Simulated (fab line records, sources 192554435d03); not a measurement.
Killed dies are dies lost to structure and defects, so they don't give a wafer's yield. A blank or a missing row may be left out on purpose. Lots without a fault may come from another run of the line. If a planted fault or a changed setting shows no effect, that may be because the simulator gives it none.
Check for tools in common / flow n5-finfet / Sample size 9 lots and 27 wafers

## REASON FOR OPENING
At N5_ILD0_INSPECT_06 the reading raw-defect-count is flagged on 2 of 9 lots. Wafers without a fault read 40, standard deviation 19.
Rule: a lot gets a flag if all its wafers with a number sit over 4 standard deviations from that mean, or if no wafer of it has a number. All remaining lots are regarded as sound.

lot=L496; measured=day 3 23:26; on=defect-inspect-01; raw-defect-count, wafer by wafer=30 40 41; flag=
lot=L499; measured=day 4 16:53; on=defect-inspect-02; raw-defect-count, wafer by wafer=40 24 17; flag=
lot=L503; measured=day 5 16:59; on=defect-inspect-01; raw-defect-count, wafer by wafer=35 28 53; flag=
lot=L506; measured=day 6 11:35; on=defect-inspect-01; raw-defect-count, wafer by wafer=43 20 24; flag=
lot=L507; measured=day 6 17:46; on=defect-inspect-01; raw-defect-count, wafer by wafer=399 441 411; flag=FLAGGED
lot=L510; measured=day 7 12:32; on=defect-inspect-02; raw-defect-count, wafer by wafer=369 447 392; flag=FLAGGED
lot=L514; measured=day 8 10:16; on=defect-inspect-01; raw-defect-count, wafer by wafer=41 38 40; flag=
lot=L513; measured=day 8 11:48; on=defect-inspect-01; raw-defect-count, wafer by wafer=41 86 39; flag=
lot=L517; measured=day 9 06:50; on=defect-inspect-02; raw-defect-count, wafer by wafer=44 51 46; flag=
Average over the flagged lots: 410; offset from the usual +370, equal to +19 standard deviations.

## WHICH TOOL RAN EACH LOT
2 process steps preceding the reading are held in the record, out of 1938 steps in the route. Cell contents, in order: the tool; ch with the chambers the sampled wafers went through; the start.
lot=L496; flag=; N5_SD_EPI_P_DESCUM_14=rie-diel-03 ch 1,3, day 3 12:32; N5_ILD0_CMP_12=cmp-02 ch 1,2,3, day 3 23:07
lot=L499; flag=; N5_SD_EPI_P_DESCUM_14=rie-diel-03 ch 2,3, day 4 05:31; N5_ILD0_CMP_12=cmp-03 ch 1,2, day 4 16:36
lot=L503; flag=; N5_SD_EPI_P_DESCUM_14=rie-diel-03 ch 1,2, day 5 05:14; N5_ILD0_CMP_12=cmp-02 ch 2,3, day 5 16:40
lot=L506; flag=; N5_SD_EPI_P_DESCUM_14=rie-diel-05 ch 1,2,3, day 6 00:38; N5_ILD0_CMP_12=cmp-02 ch 0,1,3, day 6 11:16
lot=L507; flag=FLAGGED; N5_SD_EPI_P_DESCUM_14=rie-diel-03 ch 0,1,3, day 6 06:54; N5_ILD0_CMP_12=cmp-02 ch 0,2,3, day 6 17:29
lot=L510; flag=FLAGGED; N5_SD_EPI_P_DESCUM_14=rie-diel-06 ch 0,1,3, day 7 01:29; N5_ILD0_CMP_12=cmp-02 ch 0,2,3, day 7 12:17
lot=L514; flag=; N5_SD_EPI_P_DESCUM_14=rie-diel-03 ch 0,2, day 7 23:11; N5_ILD0_CMP_12=cmp-03 ch 1,2,3, day 8 10:01
lot=L513; flag=; N5_SD_EPI_P_DESCUM_14=rie-diel-06 ch 1,2, day 7 19:19; N5_ILD0_CMP_12=cmp-01 ch 1,2, day 8 11:29
lot=L517; flag=; N5_SD_EPI_P_DESCUM_14=rie-diel-03 ch 0,1, day 8 18:38; N5_ILD0_CMP_12=cmp-03 ch 1,2,3, day 9 06:32
What the steps here do:
- N5_SD_EPI_P_DESCUM_14: chemistry O2, time 7.9 s.
- N5_ILD0_CMP_12: polishes SiNx, stops on poly-Si, t overpolish 6 s, target thk 17.67 nm.
- N5_ILD0_INSPECT_06: inspects for defects (darkfield).

## FLAGGED AGAINST TOTAL, ONE TOOL AT A TIME (gauges that did the reading follow at the end)
step=N5_SD_EPI_P_DESCUM_14; tool=rie-diel-03; lots run=6; flagged=1; share of the flagged lots=some; sound lots run after its first flagged lot=2 (L514,L517)
step=N5_SD_EPI_P_DESCUM_14; tool=rie-diel-05; lots run=1; flagged=0; share of the flagged lots=none; sound lots run after its first flagged lot=-
step=N5_SD_EPI_P_DESCUM_14; tool=rie-diel-06; lots run=2; flagged=1; share of the flagged lots=some; sound lots run after its first flagged lot=1 (L513)
step=N5_ILD0_CMP_12; tool=cmp-01; lots run=1; flagged=0; share of the flagged lots=none; sound lots run after its first flagged lot=-
step=N5_ILD0_CMP_12; tool=cmp-02; lots run=5; flagged=2; share of the flagged lots=all; sound lots run after its first flagged lot=0
step=N5_ILD0_CMP_12; tool=cmp-03; lots run=3; flagged=0; share of the flagged lots=none; sound lots run after its first flagged lot=-
step=N5_ILD0_INSPECT_06; tool=defect-inspect-01; lots run=6; flagged=1; share of the flagged lots=some; sound lots run after its first flagged lot=2 (L514,L513)
step=N5_ILD0_INSPECT_06; tool=defect-inspect-02; lots run=3; flagged=1; share of the flagged lots=some; sound lots run after its first flagged lot=1 (L517)

## WHAT THE TABLE ALLOWS
All flagged lots share 1 row of the table, namely cmp-02 at N5_ILD0_CMP_12.
- cmp-02 at N5_ILD0_CMP_12: 2 of its 5 lots flagged. It ran its last sound lot, L506, at day 6 11:16 and its first flagged lot, L507, at day 6 17:29: a fault with its onset between the two fits.
cmp-02 at N5_ILD0_CMP_12 is the single tool remaining.

## WHAT WAS PUT IN BY THE SIMULATOR
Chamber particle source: cmp-02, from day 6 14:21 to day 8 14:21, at N5_ILD0_CMP_12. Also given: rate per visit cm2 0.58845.
Shown lots that were struck: L507, L510. The same result came from the rule above.
